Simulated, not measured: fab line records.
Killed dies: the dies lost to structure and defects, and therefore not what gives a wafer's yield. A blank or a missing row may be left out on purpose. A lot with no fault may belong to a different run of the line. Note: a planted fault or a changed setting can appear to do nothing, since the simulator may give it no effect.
Chamber matching -- flow n5_finfet -- N5_BEOL_M0_CUTY_ETCH_62 on rie_diel-04: 4 sister chambers
The step etches SiARC in CF4, time 58.5 s. 18 wafers are shown with their chamber, then 9 later ones without.

== WAFERS, EACH WITH ITS CHAMBER ==
wafer,chamber,showerhead_plenum_p_Torr (Torr),drypump_motor_current_A (A),throttle_valve_pct (%)
L074.1,2,2.22,5.7,16.01
L074.2,0,2.19,6.0,15.71
L074.3,3,2.19,5.1,15.52
L074.4,1,2.03,5.6,15.70
L074.5,0,2.19,6.0,15.70
L074.6,1,2.03,5.6,15.71
L076.3,0,2.19,6.0,15.70
L076.5,2,2.21,5.7,16.02
L076.6,1,2.03,5.6,15.72
L077.2,3,2.19,5.0,15.53
L077.3,0,2.19,6.0,15.70
L077.4,2,2.21,5.7,16.02
L079.2,3,2.19,5.0,15.54
L079.3,0,2.19,6.0,15.72
L079.6,3,2.19,5.0,15.55
L080.1,1,2.03,5.6,15.71
L080.2,3,2.19,5.1,15.54
L080.5,1,2.03,5.6,15.72

SIGNATURES, as means of the wafers listed above
reading,chamber 0,chamber 1,chamber 2,chamber 3,scatter within a chamber
showerhead_plenum_p_Torr,2.1900,2.0300,2.2133,2.1900,0.00218
drypump_motor_current_A,6.000,5.600,5.700,5.040,0.0293
throttle_valve_pct,15.7060,15.7120,16.0167,15.5360,0.00921
Rule: for a wafer and a chamber, the distance is found by dividing, reading by reading, the gap between the wafer's reading and the chamber's mean by the reading's scatter, squaring, summing and taking the root. If the next closest chamber is less than 2 further off than the closest, the wafer can't be placed; otherwise it belongs to the closest. The scatter is the square root of a quotient: the sum, over the shown wafers, of each reading's squared deviation from its chamber's mean, divided by wafers minus chambers.

== WAFERS WHOSE CHAMBER IS MISSING ==
wafer,showerhead_plenum_p_Torr (Torr),drypump_motor_current_A (A),throttle_valve_pct (%)
L083.2,2.21,5.7,16.04
L083.5,2.21,5.7,16.03
L083.6,2.19,6.0,15.24
L092.2,2.18,6.0,15.29
L092.4,2.27,5.6,15.31
L092.6,2.18,5.1,15.03
L095.1,2.27,5.6,15.31
L095.2,2.18,5.1,15.06
L095.5,2.20,5.7,15.61

== EACH ONE'S CHAMBER ==
wafer,from the rows above,in truth
L083.2,2,2
L083.5,2,2
L083.6,3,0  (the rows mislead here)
L092.2,3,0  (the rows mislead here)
L092.4,3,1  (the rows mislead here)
L092.6,3,3
L095.1,3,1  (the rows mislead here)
L095.2,3,3
L095.5,0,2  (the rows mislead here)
4 of 9 placed correctly. Left unplaced by these rows: 0. Wrongly placed: 5.
